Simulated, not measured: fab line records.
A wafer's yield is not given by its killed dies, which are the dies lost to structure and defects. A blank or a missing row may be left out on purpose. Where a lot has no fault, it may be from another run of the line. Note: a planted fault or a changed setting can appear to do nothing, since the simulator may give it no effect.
Matching of chambers :: flow n5-finfet :: rie-si-01 running N5_FIN_SAQP_MANDREL2_REMOVE_60: 4 sister chambers
The step chemistry HBr/Cl2/O2, target a-Si, stops on SiNx, bt time 10 s. 27 wafers are shown with their chamber, then 12 later ones without.

## EACH WAFER AND ITS CHAMBER
wafer: L074.2
chamber: 3
drypump-motor-current-A (A): 5.7
oes-product-au (a.u.): 1.014
mfc-cl2-sccm (sccm): 80.41

wafer: L074.3
chamber: 0
drypump-motor-current-A (A): 6.2
oes-product-au (a.u.): 0.993
mfc-cl2-sccm (sccm): 79.87

wafer: L074.4
chamber: 1
drypump-motor-current-A (A): 6.1
oes-product-au (a.u.): 0.986
mfc-cl2-sccm (sccm): 79.51

wafer: L075.1
chamber: 2
drypump-motor-current-A (A): 4.6
oes-product-au (a.u.): 1.003
mfc-cl2-sccm (sccm): 80.14

wafer: L075.4
chamber: 3
drypump-motor-current-A (A): 5.7
oes-product-au (a.u.): 1.000
mfc-cl2-sccm (sccm): 79.75

wafer: L075.5
chamber: 1
drypump-motor-current-A (A): 6.1
oes-product-au (a.u.): 0.972
mfc-cl2-sccm (sccm): 80.07

wafer: L076.3
chamber: 2
drypump-motor-current-A (A): 4.6
oes-product-au (a.u.): 1.003
mfc-cl2-sccm (sccm): 80.36

wafer: L076.4
chamber: 0
drypump-motor-current-A (A): 6.1
oes-product-au (a.u.): 0.973
mfc-cl2-sccm (sccm): 80.08

wafer: L076.5
chamber: 3
drypump-motor-current-A (A): 5.7
oes-product-au (a.u.): 1.003
mfc-cl2-sccm (sccm): 79.68

wafer: L077.3
chamber: 1
drypump-motor-current-A (A): 6.1
oes-product-au (a.u.): 0.992
mfc-cl2-sccm (sccm): 79.88

wafer: L077.4
chamber: 3
drypump-motor-current-A (A): 5.7
oes-product-au (a.u.): 0.996
mfc-cl2-sccm (sccm): 80.34

wafer: L077.5
chamber: 0
drypump-motor-current-A (A): 6.1
oes-product-au (a.u.): 0.957
mfc-cl2-sccm (sccm): 80.04

wafer: L078.1
chamber: 0
drypump-motor-current-A (A): 6.1
oes-product-au (a.u.): 0.962
mfc-cl2-sccm (sccm): 80.22

wafer: L078.3
chamber: 2
drypump-motor-current-A (A): 4.6
oes-product-au (a.u.): 0.995
mfc-cl2-sccm (sccm): 80.26

wafer: L078.5
chamber: 1
drypump-motor-current-A (A): 6.1
oes-product-au (a.u.): 0.982
mfc-cl2-sccm (sccm): 79.82

wafer: L080.2
chamber: 2
drypump-motor-current-A (A): 4.6
oes-product-au (a.u.): 1.000
mfc-cl2-sccm (sccm): 80.03

wafer: L080.4
chamber: 0
drypump-motor-current-A (A): 6.1
oes-product-au (a.u.): 0.964
mfc-cl2-sccm (sccm): 80.20

wafer: L080.6
chamber: 0
drypump-motor-current-A (A): 6.1
oes-product-au (a.u.): 0.965
mfc-cl2-sccm (sccm): 80.06

wafer: L081.2
chamber: 2
drypump-motor-current-A (A): 4.6
oes-product-au (a.u.): 0.997
mfc-cl2-sccm (sccm): 80.14

wafer: L081.3
chamber: 0
drypump-motor-current-A (A): 6.1
oes-product-au (a.u.): 0.960
mfc-cl2-sccm (sccm): 80.06

wafer: L081.5
chamber: 2
drypump-motor-current-A (A): 4.6
oes-product-au (a.u.): 0.991
mfc-cl2-sccm (sccm): 79.98

wafer: L083.1
chamber: 3
drypump-motor-current-A (A): 5.7
oes-product-au (a.u.): 1.008
mfc-cl2-sccm (sccm): 80.19

wafer: L083.2
chamber: 2
drypump-motor-current-A (A): 4.6
oes-product-au (a.u.): 0.995
mfc-cl2-sccm (sccm): 79.90

wafer: L083.6
chamber: 1
drypump-motor-current-A (A): 6.1
oes-product-au (a.u.): 0.986
mfc-cl2-sccm (sccm): 79.95

wafer: L085.1
chamber: 3
drypump-motor-current-A (A): 5.7
oes-product-au (a.u.): 1.009
mfc-cl2-sccm (sccm): 79.59

wafer: L085.3
chamber: 1
drypump-motor-current-A (A): 6.1
oes-product-au (a.u.): 0.981
mfc-cl2-sccm (sccm): 80.00

wafer: L085.6
chamber: 1
drypump-motor-current-A (A): 6.1
oes-product-au (a.u.): 0.986
mfc-cl2-sccm (sccm): 79.67

SIGNATURES (means of the wafers above)
reading: drypump-motor-current-A
chamber 0: 6.114
chamber 1: 6.100
chamber 2: 4.600
chamber 3: 5.700
scatter within a chamber: 0.0193

reading: oes-product-au
chamber 0: 0.96771
chamber 1: 0.98357
chamber 2: 0.99771
chamber 3: 1.00500
scatter within a chamber: 0.00798

reading: mfc-cl2-sccm
chamber 0: 80.0757
chamber 1: 79.8429
chamber 2: 80.1157
chamber 3: 79.9933
scatter within a chamber: 0.22
Rule: distance of a wafer from a chamber = root of the sum over the readings of ((wafer's reading minus chamber's mean) / reading's scatter) squared. The wafer belongs to the nearest chamber; if the next one is less than 2 further off, it can't be placed. The scatter is the square root of a quotient: the sum, over the shown wafers, of each reading's squared deviation from its chamber's mean, divided by wafers minus chambers.

## WAFERS WITH NO CHAMBER GIVEN
wafer: L086.2
drypump-motor-current-A (A): 6.1
oes-product-au (a.u.): 0.986
mfc-cl2-sccm (sccm): 79.61

wafer: L086.3
drypump-motor-current-A (A): 5.7
oes-product-au (a.u.): 1.003
mfc-cl2-sccm (sccm): 79.81

wafer: L086.4
drypump-motor-current-A (A): 6.1
oes-product-au (a.u.): 0.959
mfc-cl2-sccm (sccm): 80.01

wafer: L087.3
drypump-motor-current-A (A): 5.7
oes-product-au (a.u.): 1.011
mfc-cl2-sccm (sccm): 80.28

wafer: L087.4
drypump-motor-current-A (A): 6.1
oes-product-au (a.u.): 0.962
mfc-cl2-sccm (sccm): 80.66

wafer: L087.5
drypump-motor-current-A (A): 4.6
oes-product-au (a.u.): 1.007
mfc-cl2-sccm (sccm): 79.52

wafer: L090.1
drypump-motor-current-A (A): 6.1
oes-product-au (a.u.): 0.961
mfc-cl2-sccm (sccm): 80.03

wafer: L090.2
drypump-motor-current-A (A): 6.1
oes-product-au (a.u.): 0.981
mfc-cl2-sccm (sccm): 79.79

wafer: L090.6
drypump-motor-current-A (A): 6.1
oes-product-au (a.u.): 0.970
mfc-cl2-sccm (sccm): 79.97

wafer: L097.3
drypump-motor-current-A (A): 5.7
oes-product-au (a.u.): 1.007
mfc-cl2-sccm (sccm): 80.50

wafer: L097.5
drypump-motor-current-A (A): 5.7
oes-product-au (a.u.): 1.002
mfc-cl2-sccm (sccm): 80.19

wafer: L097.6
drypump-motor-current-A (A): 4.6
oes-product-au (a.u.): 0.993
mfc-cl2-sccm (sccm): 79.80

## WHICH CHAMBER EACH WENT THROUGH
wafer: L086.2
from the rows above: 1
in truth: 1

wafer: L086.3
from the rows above: 3
in truth: 3

wafer: L086.4
from the rows above: can't be placed: 0 or 1
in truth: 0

wafer: L087.3
from the rows above: 3
in truth: 3

wafer: L087.4
from the rows above: can't be placed: 0 or 1
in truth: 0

wafer: L087.5
from the rows above: 2
in truth: 2

wafer: L090.1
from the rows above: can't be placed: 0 or 1
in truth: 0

wafer: L090.2
from the rows above: can't be placed: 1 or 0
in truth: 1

wafer: L090.6
from the rows above: can't be placed: 0 or 1
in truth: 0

wafer: L097.3
from the rows above: 3
in truth: 3

wafer: L097.5
from the rows above: 3
in truth: 3

wafer: L097.6
from the rows above: 2
in truth: 2
Placed correctly: 7 of 12. From these rows, 5 cannot be placed; in 5 the true chamber is one of the candidates. Placed wrongly: 0.
